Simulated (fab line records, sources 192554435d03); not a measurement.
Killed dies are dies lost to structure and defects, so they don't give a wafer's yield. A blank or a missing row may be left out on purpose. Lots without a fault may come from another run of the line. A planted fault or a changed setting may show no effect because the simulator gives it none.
Chamber matching | flow n5_finfet | N5_ZERO_LAYER_ETCH_18 on rie_si-01: 4 sister chambers
The step etches Si in HBr/Cl2, target depth 120 nm, time 40 s. 8 wafers are shown with their chamber, then 8 later ones without.

WAFERS WITH THEIR CHAMBER
wafer  | chamber | throttle_valve_pct (%) | oes_product_au (a.u.)
L076.2 | 1       | 36.76                  | 0.988
L080.3 | 1       | 36.73                  | 0.993
L086.3 | 2       | 36.02                  | 0.982
L086.4 | 0       | 36.24                  | 1.011
L088.1 | 3       | 36.55                  | 0.991
L088.4 | 0       | 36.23                  | 1.013
L088.6 | 3       | 36.55                  | 0.979
L090.3 | 2       | 36.03                  | 0.979

WAFERS WITHOUT THEIR CHAMBER
wafer  | throttle_valve_pct (%) | oes_product_au (a.u.)
L090.4 | 36.55                  | 0.975
L090.6 | 36.55                  | 0.986
L092.4 | 36.73                  | 1.000
L092.5 | 36.04                  | 0.978
L092.6 | 36.56                  | 0.981
L093.1 | 36.03                  | 0.980
L093.5 | 36.56                  | 0.983
L093.6 | 36.23                  | 1.009

WHICH CHAMBER EACH WENT THROUGH
wafer  | from the rows above | in truth
L090.4 | 3                   | 3
L090.6 | 3                   | 3
L092.4 | 1                   | 1
L092.5 | 2                   | 2
L092.6 | 3                   | 3
L093.1 | 2                   | 2
L093.5 | 3                   | 3
L093.6 | 0                   | 0
Placed correctly: 8 of 8. Can't be placed from these rows: 0. Placed wrongly: 0.
How it was worked out, from the rows above alone: a wafer's distance from a chamber is the root of the sum, over the readings, of the square of ((its reading less the chamber's mean) divided by the reading's scatter). The wafer belongs to the nearest chamber; if the next one is less than 2 further off, it can't be placed. A chamber's mean is the mean of its shown wafers. The scatter: the root of (the sum of the squares of (reading less its chamber's mean) over the shown wafers, divided by (wafers less chambers)).
